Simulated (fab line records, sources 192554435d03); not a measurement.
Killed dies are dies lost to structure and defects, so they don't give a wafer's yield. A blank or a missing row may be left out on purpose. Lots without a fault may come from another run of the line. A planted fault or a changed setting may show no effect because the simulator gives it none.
Which tool did it? | flow n5_finfet | 9 lots, 27 wafers sampled, at 7 steps of a route of 1938

WHAT THE GAUGES READ, wafer by wafer
N5_BEOL_M3_INSPECT_59: inspects for defects (darkfield).
lot  | measured     | on                | raw_defect_count
L972 | day 7 16:07  | defect_inspect-02 | 77 42 57
L974 | day 7 20:55  | defect_inspect-01 | 38 38 46
L977 | day 8 23:36  | defect_inspect-02 | 578 95 58
L987 | day 11 09:52 | defect_inspect-01 | 95 65 52
L988 | day 11 10:10 | defect_inspect-02 | 35 60 54
L989 | day 11 14:49 | defect_inspect-02 | 76 67 75
L991 | day 11 23:26 | defect_inspect-02 | 86 110 162
L993 | day 13 01:12 | defect_inspect-01 | 77 49 76
L995 | day 13 08:42 | defect_inspect-02 | 133 70 92

N5_BEOL_M4_INSPECT_13: inspects for defects (brightfield).
lot  | measured     | on                | raw_defect_count
L972 | day 7 16:55  | defect_inspect-02 | 402 374 379
L974 | day 7 21:47  | defect_inspect-02 | 408 305 426
L977 | day 9 00:36  | defect_inspect-01 | 1061 517 403
L987 | day 11 11:23 | defect_inspect-02 | 603 520 460
L988 | day 11 11:29 | defect_inspect-02 | 320 313 376
L989 | day 11 15:31 | defect_inspect-01 | 332 291 404
L991 | day 12 01:53 | defect_inspect-02 | 454 527 512
L993 | day 13 03:32 | defect_inspect-02 | 450 326 424
L995 | day 13 09:49 | defect_inspect-01 | 381 418 331

N5_BEOL_M4_RC_MEAS_101.
lot  | measured     | on        | DIBL_N (mV/V)  | DIBL_P (mV/V)  | IOFF_N (nA/um)    | IOFF_P (nA/um) | ION_N (uA/um) | ION_P (uA/um) | SS_N (mV/dec)  | SS_P (mV/dec)  | VT_N (mV)         | VT_P (mV)
L972 | day 8 00:08  | prober-02 | 36.6 35.5 36.9 | 36.5 34.1 37.0 | 0.169 0.153 0.187 | 0.20 0.18 0.21 | 686 669 699   | 462 451 465   | 70.9 70.7 71.5 | 72.7 72.3 73.4 | 248.1 248.6 246.2 | -253 -252 -252
L974 | day 8 07:10  | prober-01 | 37.2 37.2 37.5 | 38.0 37.4 38.2 | 0.170 0.169 0.181 | 0.25 0.24 0.24 | 663 668 666   | 456 462 459   | 71.9 71.2 71.9 | 73.8 73.4 73.8 | 245.9 249.0 246.9 | -246 -248 -248
L977 | day 9 09:47  | prober-01 | 37.5 39.0 37.6 | 38.4 39.6 38.6 | 0.198 0.209 0.190 | 0.24 0.26 0.24 | 678 679 682   | 458 460 469   | 72.5 72.6 71.7 | 74.3 74.2 73.8 | 247.3 246.0 248.4 | -249 -252 -249
L987 | day 11 20:21 | prober-01 | 35.4 34.9 36.1 | 36.8 35.6 36.5 | 0.153 0.145 0.154 | 0.22 0.20 0.21 | 674 648 666   | 461 450 458   | 71.8 71.6 71.9 | 72.6 73.0 73.0 | 250.4 251.5 252.0 | -249 -251 -251
L988 | day 11 21:12 | prober-02 | 37.7 35.0 35.7 | 35.9 33.7 33.7 | 0.174 0.124 0.138 | 0.21 0.17 0.17 | 663 661 653   | 451 455 448   | 72.5 71.4 71.8 | 73.4 73.3 72.7 | 252.2 254.1 252.6 | -249 -250 -256
L989 | day 12 02:36 | prober-01 | 36.4 34.9 35.2 | 37.2 35.6 36.2 | 0.175 0.147 0.153 | 0.22 0.19 0.19 | 676 683 682   | 461 465 468   | 71.5 70.5 70.8 | 73.4 72.6 72.1 | 248.3 248.1 249.0 | -248 -251 -251
L991 | day 12 19:30 | prober-02 | 37.2 36.8 36.7 | 37.3 36.7 37.1 | 0.153 0.150 0.156 | 0.21 0.20 0.21 | 674 665 679   | 457 459 463   | 72.6 71.8 71.8 | 73.9 73.5 73.9 | 250.4 252.3 251.0 | -250 -251 -253
L993 | day 13 15:14 | prober-02 | 35.1 36.0 35.1 | 34.8 35.2 35.0 | 0.137 0.146 0.142 | 0.19 0.20 0.20 | 665 666 662   | 460 455 456   | 70.9 71.1 70.9 | 73.0 72.9 72.6 | 250.8 251.1 248.0 | -250 -250 -248
L995 | day 13 18:05 | prober-01 | 37.4 40.3 36.6 | 35.5 38.7 33.9 | 0.158 0.217 0.146 | 0.23 0.30 0.22 | 674 691 656   | 466 465 458   | 71.0 72.4 71.6 | 73.2 73.9 72.1 | 249.3 245.3 254.2 | -247 -242 -247

WHICH TOOL RAN EACH LOT (tool, then ch and the chambers of the sampled wafers, then the start)
lot  | N5_BEOL_M3_ANNEAL_80         | N5_BEOL_M3_ANNEAL_95         | N5_BEOL_M3_SPUTTER_96        | N5_BEOL_M3_PRE_CLEAN_60
L972 | pvd_sputter-02, day 7 13:25  | pvd_sputter-02, day 7 14:44  | pvd_sputter-02, day 7 14:52  | cvd_co-01 ch 0,1,2, day 7 15:52
L974 | pvd_sputter-03, day 7 18:19  | pvd_sputter-03, day 7 19:38  | pvd_sputter-03, day 7 19:46  | cvd_co-02 ch 0,1,2, day 7 20:40
L977 | pvd_sputter-01, day 8 21:04  | pvd_sputter-01, day 8 22:23  | pvd_sputter-01, day 8 22:31  | cvd_co-01 ch 0,1,2, day 8 23:20
L987 | pvd_sputter-02, day 11 07:19 | pvd_sputter-02, day 11 08:38 | pvd_sputter-02, day 11 08:47 | cvd_co-02 ch 0,1, day 11 09:37
L988 | pvd_sputter-03, day 11 07:37 | pvd_sputter-03, day 11 08:56 | pvd_sputter-03, day 11 09:04 | cvd_co-01 ch 0,1, day 11 09:55
L989 | pvd_sputter-02, day 11 12:16 | pvd_sputter-02, day 11 13:35 | pvd_sputter-02, day 11 13:43 | cvd_co-01 ch 1,2, day 11 14:32
L991 | pvd_sputter-03, day 11 20:48 | pvd_sputter-03, day 11 22:07 | pvd_sputter-03, day 11 22:16 | cvd_co-01 ch 0,2, day 11 23:10
L993 | pvd_sputter-03, day 12 22:31 | pvd_sputter-03, day 12 23:50 | pvd_sputter-03, day 12 23:58 | cvd_co-01 ch 0,1, day 13 00:57
L995 | pvd_sputter-01, day 13 06:07 | pvd_sputter-01, day 13 07:26 | pvd_sputter-01, day 13 07:35 | cvd_co-02 ch 0,1,2, day 13 08:27
- N5_BEOL_M3_ANNEAL_80: time 240 s.
- N5_BEOL_M3_ANNEAL_95: time 240 s.
- N5_BEOL_M3_SPUTTER_96: material Cu, target thk 4.5 nm, time 8.29 s.
- N5_BEOL_M3_PRE_CLEAN_60: time 15 s.

WHAT THE TOOLS THEMSELVES READ (means of the sampled wafers that have a number; where no wafer has one, the mark that the record gives instead)
N5_BEOL_M3_ANNEAL_80.
lot  | tool           | heater_power_w (W) | susceptor_temp_C (C)
L972 | pvd_sputter-02 | 940                | 400.06
L974 | pvd_sputter-03 | 783                | 399.91
L977 | pvd_sputter-01 | 736                | 399.93
L987 | pvd_sputter-02 | 911                | 399.92
L988 | pvd_sputter-03 | 746                | 400.17
L989 | pvd_sputter-02 | 956                | 400.01
L991 | pvd_sputter-03 | 806                | 399.72
L993 | pvd_sputter-03 | 808                | 400.06
L995 | pvd_sputter-01 | 825                | 400.03

N5_BEOL_M3_ANNEAL_95.
lot  | tool           | heater_power_w (W) | susceptor_temp_C (C)
L972 | pvd_sputter-02 | 933                | 399.97
L974 | pvd_sputter-03 | 799                | 400.23
L977 | pvd_sputter-01 | 730                | 400.15
L987 | pvd_sputter-02 | 945                | 399.89
L988 | pvd_sputter-03 | 746                | 400.11
L989 | pvd_sputter-02 | 953                | 399.89
L991 | pvd_sputter-03 | 808                | 399.92
L993 | pvd_sputter-03 | 815                | 399.72
L995 | pvd_sputter-01 | 823                | 400.07

N5_BEOL_M3_SPUTTER_96.
lot  | tool           | substrate_temp_c (C) | susceptor_temp_C (C) | throttle_valve_pct (%)
L972 | pvd_sputter-02 | -20.03               | -19.98               | 31.1
L974 | pvd_sputter-03 | -20.00               | -20.14               | 30.4
L977 | pvd_sputter-01 | -19.98               | -20.02               | 29.7
L987 | pvd_sputter-02 | -19.97               | -20.03               | 31.3
L988 | pvd_sputter-03 | -20.00               | -20.04               | 30.6
L989 | pvd_sputter-02 | -20.07               | -19.93               | 30.5
L991 | pvd_sputter-03 | -19.99               | -19.98               | 30.0
L993 | pvd_sputter-03 | -20.07               | -20.06               | 29.7
L995 | pvd_sputter-01 | -19.94               | -20.04               | 30.0

N5_BEOL_M3_PRE_CLEAN_60.
lot  | tool      | heater_power_w (W)
L972 | cvd_co-01 | 107
L974 | cvd_co-02 | 91
L977 | cvd_co-01 | 105
L987 | cvd_co-02 | 83
L988 | cvd_co-01 | 102
L989 | cvd_co-01 | 109
L991 | cvd_co-01 | 81
L993 | cvd_co-01 | 101
L995 | cvd_co-02 | 96

THE ANSWER, worked out from the rows above alone
Rule: what is usual is taken from the lots themselves. Put in order of their means at a reading, lots are off if they are a third of the lots or fewer, leave a main group of 4 or more, and stand apart from it by a gap of 3 or more times the standard deviation of the main group's means; of several such gaps the widest counts. A main group whose means are all the same, to the digits that the tables above print for the reading, isn't used. A lot without any number at a reading at which 4 lots or more have one is off too. The other lots that the step has rows for count as sound. The gauges are gone through in route order, then the tools' own readings, and for those a lot's mean is taken as printed above. The first step at which some lot is off is used, and at that step the reading that is off furthest; a lot without a number counts as furthest.
Off: L977, at N5_BEOL_M3_INSPECT_59 (raw_defect_count). The main group: mean 72, standard deviation 24.
A tool fits if, at a process step before that reading, it ran every lot that is off, and no sound lot after the first of them. The gauges at N5_BEOL_M3_INSPECT_59 aren't tried: what is off there is off at N5_BEOL_M4_INSPECT_13 too, on other tools, and a gauge's error can't cause that. None of those tried fits.

WHAT THE SIMULATOR HAD PUT IN
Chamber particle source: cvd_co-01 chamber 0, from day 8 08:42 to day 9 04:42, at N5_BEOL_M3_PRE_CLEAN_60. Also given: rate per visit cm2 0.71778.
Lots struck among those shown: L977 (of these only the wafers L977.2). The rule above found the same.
